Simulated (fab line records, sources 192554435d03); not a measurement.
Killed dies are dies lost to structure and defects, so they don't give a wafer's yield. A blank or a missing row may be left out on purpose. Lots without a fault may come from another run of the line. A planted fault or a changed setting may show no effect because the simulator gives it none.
A struck lot beside a sound one | flow n5_finfet | 17 steps out of a route of 1938
Sound: wafers L240.2, L240.4, L240.6. Struck: wafers L257.1, L257.2, L257.3. The cause comes at the end.
At each step with rows: each side's tool, then ch and its chambers, then its first start. Under that, the readings that differ: sound wafers | struck wafers | difference of the means | sigmas: that difference in standard deviations of wafers without a fault.
alike: readings whose means differ by less than 2 such deviations, and words and numbers that are the same on both sides. not compared: withheld readings, readings that some wafer has no value for, bounds like >300 that may hide the same value, and numbers for which the record gives no deviation and whose values overlap.
The two part at a step that has a row with sigmas, a row that says differs or no value, or rows on one side only. Numbers that don't overlap but have no deviation are shown without sigmas and don't part them. A reading that every wafer of one side lacks parts them only if that side has two wafers or more.

first, 1 step without rows for these wafers: N5_BEOL_M1_ANNEAL_82 (time 240 s).
N5_BEOL_M1_SPUTTER_86: material Cu, target thk 4.5 nm, time 8.29 s.
  sound on pvd_sputter-01, day 6 10:22; struck on pvd_sputter-03, day 10 16:32
  alike: throttle_valve_pct
then, 1 step without rows for these wafers: N5_BEOL_M1_ANNEAL_87 (time 240 s).
N5_BEOL_M1_SPUTTER_88: material Cu, target thk 4.5 nm, time 8.29 s.
  sound on pvd_sputter-01, day 6 10:35; struck on pvd_sputter-03, day 10 16:46
  alike: throttle_valve_pct
N5_BEOL_M1_ANNEAL_89: time 240 s.
  sound on pvd_sputter-01, day 6 10:40; struck on pvd_sputter-03, day 10 16:50
  alike: heater_power_w
N5_BEOL_M1_SPUTTER_90: material Cu, target thk 4.5 nm, time 8.29 s.
  sound on pvd_sputter-01, day 6 10:49; struck on pvd_sputter-03, day 10 16:59
  alike: throttle_valve_pct
then, 1 step without rows for these wafers: N5_BEOL_M1_ANNEAL_91 (time 240 s).
N5_BEOL_M1_SPUTTER_92: material Cu, target thk 4.5 nm, time 8.29 s.
  sound on pvd_sputter-01, day 6 11:02; struck on pvd_sputter-03, day 10 17:12
  alike: throttle_valve_pct
then, 4 steps without rows for these wafers: N5_BEOL_M1_ANNEAL_93 (time 240 s); N5_BEOL_M1_SPUTTER_94 (material Cu, target thk 4.5 nm, time 8.29 s); N5_BEOL_M1_ANNEAL_95 (time 240 s); N5_BEOL_M1_SPUTTER_96 (material Cu, target thk 4.5 nm, time 8.29 s).
N5_BEOL_M1_ECD_50: material Cu, target thk 300 nm.
  sound on ecd_cu-01 ch 0,1, day 6 11:35; struck on ecd_cu-01 ch 0,1, day 10 17:46
then, 1 step without rows for these wafers: N5_BEOL_M1_ANNEAL_51 (time 90 s).
N5_BEOL_M1_CMP_52: polishes, stops on SiOC, t overpolish 6.8 s, target thk 40 nm.
  sound on cmp-01 ch 0,2,3, day 6 11:58; struck on cmp-04 ch 1,2,3, day 10 18:10
  reading                | sound          | struck      | difference | sigmas
  time_to_endpoint_s (s) | 68.9 68.0 67.6 | 4.2 5.1 3.0 | -64.1      | -23
  alike: motor_current_A
N5_BEOL_M4_RC_MEAS_101:
  the record has rows for the sound wafers here (prober-01 ch 0, day 8 01:58) and none for the struck ones
-- the record jumps here: 6 days lie between the struck wafers' starts before and after (it left off in module BEOL_M4 and takes up again in module PASSIVATION, whose first step shown is number 1936 of the route) --
N5_PASSIVATION_PROBE_49:
  sound on prober-01, day 12 10:33; struck on prober-02, day 16 16:43
  reading                  | sound          | struck         | difference | sigmas
  defect_limited_yield (%) | 88.6 88.4 90.3 | 0 0 0          | -89        | -56
  killed_at_M0_to_M3       | 53 54 36       | 1124 1103 1120 | +1068      | +99 or more
  killed_dies              | 135 137 115    | 1180 1180 1180 | +1051      | +55
  killed_on_rim            | 14 20 19       | 152 152 152    | +134       | +33
  killed_short             | 55 58 47       | 32 32 32       | -21        | -3
  sort_bin_5_function (%)  | 7.1 6.1 5.2    | 97.0 95.7 97.2 | +90.5      | +90
  sort_n_pass              | 1045 1043 1065 | 0 0 0          | -1051      | -55
  sort_yield_pct (%)       | 88.6 88.4 90.3 | 0 0 0          | -89        | -56
  alike: killed_at_M4_up, killed_at_contacts, killed_at_front_end, killed_at_other, killed_open, sort_bin_6_memory

WHERE THEY PART
First at N5_BEOL_M1_CMP_52; last, within this record, at N5_PASSIVATION_PROBE_49.

WHY: what the simulator had put in
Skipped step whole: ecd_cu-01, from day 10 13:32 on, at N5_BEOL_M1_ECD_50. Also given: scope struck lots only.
